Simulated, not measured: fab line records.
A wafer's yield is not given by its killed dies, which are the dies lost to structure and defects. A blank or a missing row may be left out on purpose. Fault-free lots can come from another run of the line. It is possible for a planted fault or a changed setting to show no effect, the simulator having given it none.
Matching of chambers :: flow n5_finfet :: N5_SDB_DESCUM_16 on rie_diel-02: 4 sister chambers
The step chemistry O2, time 7.9 s. 20 wafers are shown with their chamber, then 10 later ones without.

== EACH WAFER AND ITS CHAMBER ==
wafer: L075.1
chamber: 2
drypump_motor_current_A (A): 5.0
showerhead_plenum_p_Torr (Torr): 2.01
throttle_valve_pct (%): 20.72

wafer: L075.2
chamber: 3
drypump_motor_current_A (A): 4.9
showerhead_plenum_p_Torr (Torr): 2.11
throttle_valve_pct (%): 20.41

wafer: L075.4
chamber: 0
drypump_motor_current_A (A): 5.6
showerhead_plenum_p_Torr (Torr): 2.11
throttle_valve_pct (%): 20.74

wafer: L077.1
chamber: 3
drypump_motor_current_A (A): 4.9
showerhead_plenum_p_Torr (Torr): 2.11
throttle_valve_pct (%): 20.44

wafer: L077.2
chamber: 2
drypump_motor_current_A (A): 5.0
showerhead_plenum_p_Torr (Torr): 2.01
throttle_valve_pct (%): 20.73

wafer: L077.6
chamber: 1
drypump_motor_current_A (A): 5.3
showerhead_plenum_p_Torr (Torr): 2.05
throttle_valve_pct (%): 20.51

wafer: L080.1
chamber: 3
drypump_motor_current_A (A): 4.9
showerhead_plenum_p_Torr (Torr): 2.11
throttle_valve_pct (%): 20.45

wafer: L080.3
chamber: 0
drypump_motor_current_A (A): 5.6
showerhead_plenum_p_Torr (Torr): 2.10
throttle_valve_pct (%): 20.74

wafer: L080.4
chamber: 1
drypump_motor_current_A (A): 5.3
showerhead_plenum_p_Torr (Torr): 2.05
throttle_valve_pct (%): 20.51

wafer: L081.2
chamber: 2
drypump_motor_current_A (A): 5.0
showerhead_plenum_p_Torr (Torr): 2.00
throttle_valve_pct (%): 20.75

wafer: L081.4
chamber: 0
drypump_motor_current_A (A): 5.6
showerhead_plenum_p_Torr (Torr): 2.10
throttle_valve_pct (%): 20.76

wafer: L081.6
chamber: 1
drypump_motor_current_A (A): 5.4
showerhead_plenum_p_Torr (Torr): 2.05
throttle_valve_pct (%): 20.52

wafer: L082.2
chamber: 0
drypump_motor_current_A (A): 5.6
showerhead_plenum_p_Torr (Torr): 2.10
throttle_valve_pct (%): 20.76

wafer: L082.3
chamber: 3
drypump_motor_current_A (A): 4.9
showerhead_plenum_p_Torr (Torr): 2.11
throttle_valve_pct (%): 20.47

wafer: L082.6
chamber: 3
drypump_motor_current_A (A): 4.9
showerhead_plenum_p_Torr (Torr): 2.11
throttle_valve_pct (%): 20.47

wafer: L084.1
chamber: 0
drypump_motor_current_A (A): 5.6
showerhead_plenum_p_Torr (Torr): 2.10
throttle_valve_pct (%): 20.77

wafer: L084.2
chamber: 3
drypump_motor_current_A (A): 4.9
showerhead_plenum_p_Torr (Torr): 2.10
throttle_valve_pct (%): 20.46

wafer: L084.4
chamber: 2
drypump_motor_current_A (A): 5.0
showerhead_plenum_p_Torr (Torr): 2.00
throttle_valve_pct (%): 20.78

wafer: L086.1
chamber: 1
drypump_motor_current_A (A): 5.3
showerhead_plenum_p_Torr (Torr): 2.05
throttle_valve_pct (%): 20.12

wafer: L086.3
chamber: 2
drypump_motor_current_A (A): 5.0
showerhead_plenum_p_Torr (Torr): 2.00
throttle_valve_pct (%): 20.76

SIGNATURES (means of the wafers above)
reading: drypump_motor_current_A
chamber 0: 5.600
chamber 1: 5.325
chamber 2: 5.000
chamber 3: 4.900
scatter within a chamber: 0.0217

reading: showerhead_plenum_p_Torr
chamber 0: 2.1020
chamber 1: 2.0500
chamber 2: 2.0040
chamber 3: 2.1083
scatter within a chamber: 0.00421

reading: throttle_valve_pct
chamber 0: 20.7540
chamber 1: 20.4150
chamber 2: 20.7480
chamber 3: 20.4500
scatter within a chamber: 0.0872
Rule: a wafer lies at a distance from a chamber equal to the root of the sum of squares, over the readings, of (its reading less the chamber's mean, divided by the reading's scatter). The wafer belongs to the nearest chamber; if the next one is less than 2 further off, it can't be placed. The scatter: the root of (the sum of the squares of (reading less its chamber's mean) over the shown wafers, divided by (wafers less chambers)).

== WAFERS WITH NO CHAMBER GIVEN ==
wafer: L086.4
drypump_motor_current_A (A): 4.9
showerhead_plenum_p_Torr (Torr): 2.10
throttle_valve_pct (%): 20.47

wafer: L087.3
drypump_motor_current_A (A): 5.6
showerhead_plenum_p_Torr (Torr): 2.10
throttle_valve_pct (%): 20.79

wafer: L087.5
drypump_motor_current_A (A): 5.0
showerhead_plenum_p_Torr (Torr): 2.00
throttle_valve_pct (%): 20.77

wafer: L087.6
drypump_motor_current_A (A): 4.9
showerhead_plenum_p_Torr (Torr): 2.10
throttle_valve_pct (%): 20.51

wafer: L089.1
drypump_motor_current_A (A): 5.3
showerhead_plenum_p_Torr (Torr): 2.05
throttle_valve_pct (%): 20.15

wafer: L089.4
drypump_motor_current_A (A): 5.0
showerhead_plenum_p_Torr (Torr): 2.00
throttle_valve_pct (%): 20.78

wafer: L089.6
drypump_motor_current_A (A): 4.9
showerhead_plenum_p_Torr (Torr): 2.10
throttle_valve_pct (%): 20.47

wafer: L090.1
drypump_motor_current_A (A): 5.4
showerhead_plenum_p_Torr (Torr): 2.05
throttle_valve_pct (%): 20.15

wafer: L090.2
drypump_motor_current_A (A): 4.9
showerhead_plenum_p_Torr (Torr): 2.10
throttle_valve_pct (%): 20.49

wafer: L090.5
drypump_motor_current_A (A): 4.9
showerhead_plenum_p_Torr (Torr): 2.10
throttle_valve_pct (%): 20.48

== CHAMBER TAKEN BY EACH ==
wafer: L086.4
from the rows above: 3
in truth: 3

wafer: L087.3
from the rows above: 0
in truth: 0

wafer: L087.5
from the rows above: 2
in truth: 2

wafer: L087.6
from the rows above: 3
in truth: 3

wafer: L089.1
from the rows above: 1
in truth: 1

wafer: L089.4
from the rows above: 2
in truth: 2

wafer: L089.6
from the rows above: 3
in truth: 3

wafer: L090.1
from the rows above: 1
in truth: 1

wafer: L090.2
from the rows above: 3
in truth: 3

wafer: L090.5
from the rows above: 3
in truth: 3
Correct placement for 10 of the 10. Can't be placed from these rows: 0. 0 placed wrongly.
